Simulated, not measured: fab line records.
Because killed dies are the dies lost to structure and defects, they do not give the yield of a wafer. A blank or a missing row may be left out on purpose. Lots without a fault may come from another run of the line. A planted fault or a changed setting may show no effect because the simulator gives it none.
Struck lot and sound lot, side by side / flow n5 finfet / 26 steps out of a route of 1938
Sound: these wafers, L427.1, L427.5, L427.6. The struck wafers were L424.2, L424.5, L424.6. At the end, the cause is stated.
For every step that has rows: the tool of each side, followed by ch and its chambers, followed by its first start. Under that, the readings that differ: sound wafers / struck wafers / difference of the means / sigmas: that difference in standard deviations of wafers without a fault.
alike: same words and numbers on both sides, and readings whose means sit less than 2 such deviations apart. not compared: any withheld reading, any reading some wafer has no value for, any bound like >300 that may hide the same value, and any number with overlapping values for which the record gives no deviation.
The two part at a step that has a row with sigmas, a row that says differs or no value, or rows on one side only. Numbers that have no deviation but don't overlap get no sigmas and don't part them. A reading that every wafer of one side lacks parts them only if that side has two wafers or more.

first, 9 steps without rows for these wafers: N5_BEOL_M14_COAT_04 (resist thk 800 nm); N5_BEOL_M14_EBR_06; N5_BEOL_M14_SOFTBAKE_05 (time 60 s); N5_BEOL_M14_EXPOSE_07 (exposes mask V13); N5_BEOL_M14_PEB_08 (peb time 90 s); N5_BEOL_M14_DEVELOP_09 (develop time 45 s); N5_BEOL_M14_HARDBAKE_14 (time 120 s); N5_BEOL_M14_DESCUM_15 (chemistry O2, time 7.9 s); N5_BEOL_M14_ETCH_59 (etches BARC in N2/H2, target depth 89 nm, overetch 26.7 nm, time 67.9 s).
N5_BEOL_M14_VIA_ETCH_16: etches SiO2 in C4F8/O2/Ar, target depth 1231.3 nm.
  sound on rie diel-06 ch 0,1,3, day 17 10:53; struck on rie diel-05 ch 2,3, day 16 10:23
  alike: drypump motor current A, oes_ar_750_au, oes product au, rf vpp V, showerhead plenum p Torr, throttle valve pct
then, 13 steps without rows for these wafers: N5_BEOL_M14_STRIP_63 (strips in O2); N5_BEOL_M14_STRIP_64 (strips in O2); N5_BEOL_M14_STRIP_71 (strips in post etch residue remover, time 60 s); N5_BEOL_M14_SRD_72 (time 30 s, dry time 30 s); N5_BEOL_M14_COAT_65 (time 60 s, resist thk 450 nm); N5_BEOL_M14_COAT_66 (time 60 s, resist thk 110 nm); N5_BEOL_M14_COAT_22 (resist thk 300 nm); N5_BEOL_M14_EBR_24; N5_BEOL_M14_SOFTBAKE_23 (time 60 s); N5_BEOL_M14_EXPOSE_25 (exposes mask M14, target cd 280 nm); N5_BEOL_M14_PEB_26 (peb time 90 s); N5_BEOL_M14_DEVELOP_27 (develop time 45 s); N5_BEOL_M14_HARDBAKE_32 (time 120 s).
N5_BEOL_M14_INSPECT_30: inspects for defects (macro).
  struck on defect inspect-02, day 16 11:07; sound on defect inspect-02, day 17 11:44
reading=raw defect count; sound=3 2 1; struck=291 262 250; difference=+266; sigmas=+99 or more
then, 1 step without rows for these wafers: N5_BEOL_M14_DESCUM_33 (chemistry O2, time 7.9 s).
N5_PASSIVATION_PROBE_49:
  record: rows for the struck wafers here (prober-01, day 17 15:14), none for the sound ones

WHERE THEY PART
At N5_BEOL_M14_INSPECT_30 first; at N5_PASSIVATION_PROBE_49 last (within this record only).

WHY: what the simulator had put in
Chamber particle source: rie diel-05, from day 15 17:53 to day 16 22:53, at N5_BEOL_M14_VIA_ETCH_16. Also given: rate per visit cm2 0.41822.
